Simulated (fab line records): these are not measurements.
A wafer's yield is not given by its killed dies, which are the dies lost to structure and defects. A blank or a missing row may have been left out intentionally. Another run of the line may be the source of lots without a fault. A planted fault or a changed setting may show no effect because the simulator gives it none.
Comparing a struck lot with a sound one    flow n5Finfet    16 steps out of a route of 1938
Sound: wafers L566.2, L566.3, L566.6. The struck wafers were L563.3, L563.4, L563.6. At the end, the cause is stated.
For every step that has rows: the tool of each side, followed by ch and its chambers, followed by its first start. Under that, the readings that differ: sound wafers    struck wafers    difference of the means    sigmas: that difference in standard deviations of wafers without a fault.
alike: readings with means less than 2 such deviations apart, plus words and numbers identical on both sides. not compared: withheld readings, readings lacking a value on some wafer, bounds such as >300 that could conceal the same value, and numbers that have no deviation in the record and whose values overlap.
The two part at a step that has a row with sigmas, a row that says differs or no value, or rows on one side only. When numbers do not overlap yet have no deviation, they are printed without sigmas and do not part them. A reading that every wafer of one side lacks parts them only if that side has two wafers or more.

N5_WELL_APT_DESCUM_30: chemistry O2, time 7.9 s.
  sound on rieDiel-06 ch 0,1, day 6 21:02; struck on rieDiel-01 ch 0,2,3, day 6 03:22
  alike: drypumpMotorCurrentA, oesProductAu, rfVppV, showerheadPlenumPTorr, throttleValvePct
  not compared: rfHoursCounterH
then, 3 steps without rows for these wafers: N5_WELL_APT_IMPLANT_31; N5_WELL_APT_IMPLANT_32; N5_WELL_APT_STRIP_33 (strips in SPM, time 900 s).
N5_WELL_APT_RTA_34: time 10 s.
  sound on rtpAnneal-01 ch 0, day 6 21:50; struck on rtpAnneal-02 ch 0, day 6 04:10
  alike: lampPowerPct, lamp_zone_1_pct, lamp_zone_2_pct, lamp_zone_5_pct, wafer_temp_C_max
then, 4 steps without rows for these wafers: N5_WELL_APT_OXIDE_STRIP_42 (strips SiO2 in dHF, time 45 s, target depth 12 nm); N5_WELL_APT_PRECLEAN_36 (cleans in O3/DIW, time 45 s); N5_WELL_APT_PRECLEAN_39 (cleans in dHF, time 60 s); N5_WELL_APT_SRD_37 (time 30 s).
N5_WELL_APT_EPI_41: deposits Si from SiH4/H2, target thk 50 nm, time 297.7 s.
  sound on epiRpcvd-03 ch 0, day 6 22:08; struck on epiRpcvd-04 ch 0, day 6 04:38
reading               sound              struck             difference  sigmas
throttleValvePct (%)  11.35 11.52 11.55  11.06 11.17 11.10  -0.36       -2
N5_WELL_APT_INSPECT_38: inspects for defects (darkfield).
  sound on defectInspect-02, day 6 22:41; struck on defectInspect-02, day 6 05:12
reading         sound     struck  difference  sigmas
rawDefectCount  19 18 23  15 9 7  -10         -2
N5_PMOS_HMC_CHANNEL_EPI_HM_DEP_34: deposits SiO2 from TEOS/O2, target thk 36 nm, time 6.9 s.
  sound on pecvd-04 ch 0,2, day 6 22:43; struck on pecvd-02 ch 0,1, day 6 05:14
  alike: heaterPowerW, showerheadPlenumPTorr, throttleValvePct
N5_PMOS_HMC_CHANNEL_EPI_COAT_31: time 60 s, resist thk 66 nm.
  sound on lithoTrack-03 ch 0, day 6 22:46; struck on lithoTrack-05 ch 0, day 6 05:17
reading                sound                 struck                difference  sigmas
heaterPowerTotalW (W)  392.9 392.2 393.0     416.1 416.7 417.3     +24.0       +20
plateTempC (C)         204.91 204.90 205.23  214.25 214.28 214.57  +9.35       +58
  alike: spinSpeedRpm
then, 1 step without rows for these wafers: N5_PMOS_HMC_CHANNEL_EPI_COAT_03 (resist thk 205 nm).
-- the record jumps here: 6 days lie between the struck wafers' starts before and after (it left off in module PMOS_HMC_CHANNEL_EPI and takes up again in module BEOL_M4, whose first step shown is number 1111 of the route) --
N5_BEOL_M4_RC_MEAS_101:
  sound on prober-02 ch 0, day 13 03:47; struck on prober-02 ch 0, day 12 06:36
  alike: DIBL_N, DIBL_P, IOFF_N, IOFF_P, ION_N, ION_P, SS_N, SS_P, VT_N, VT_P
-- record jumps: 4 days separate the struck wafers' starts on either side; left off in module BEOL_M4, taken up again in module PASSIVATION, whose first shown step is the route's number 1936 --
N5_PASSIVATION_PROBE_49:
  sound on prober-01, day 17 13:34; struck on prober-02, day 16 14:45
  alike: defectLimitedYield, killed_at_M0_to_M3, killed_at_M4_up, killedAtContacts, killedAtFrontEnd, killedAtOther, killedDies, killedOpen, killedShort, sort_bin_4_leakage, sort_bin_5_function, sort_bin_6_memory, sort_bin_8_speed, sortNPass, sortYieldPct

== WHERE THEY PART ==
Earliest at N5_WELL_APT_EPI_41; latest, in this record, at N5_PMOS_HMC_CHANNEL_EPI_COAT_31. Later steps at which nothing parts them and some readings are alike: N5_BEOL_M4_RC_MEAS_101, N5_PASSIVATION_PROBE_49.

WHY: whatever the simulator had introduced
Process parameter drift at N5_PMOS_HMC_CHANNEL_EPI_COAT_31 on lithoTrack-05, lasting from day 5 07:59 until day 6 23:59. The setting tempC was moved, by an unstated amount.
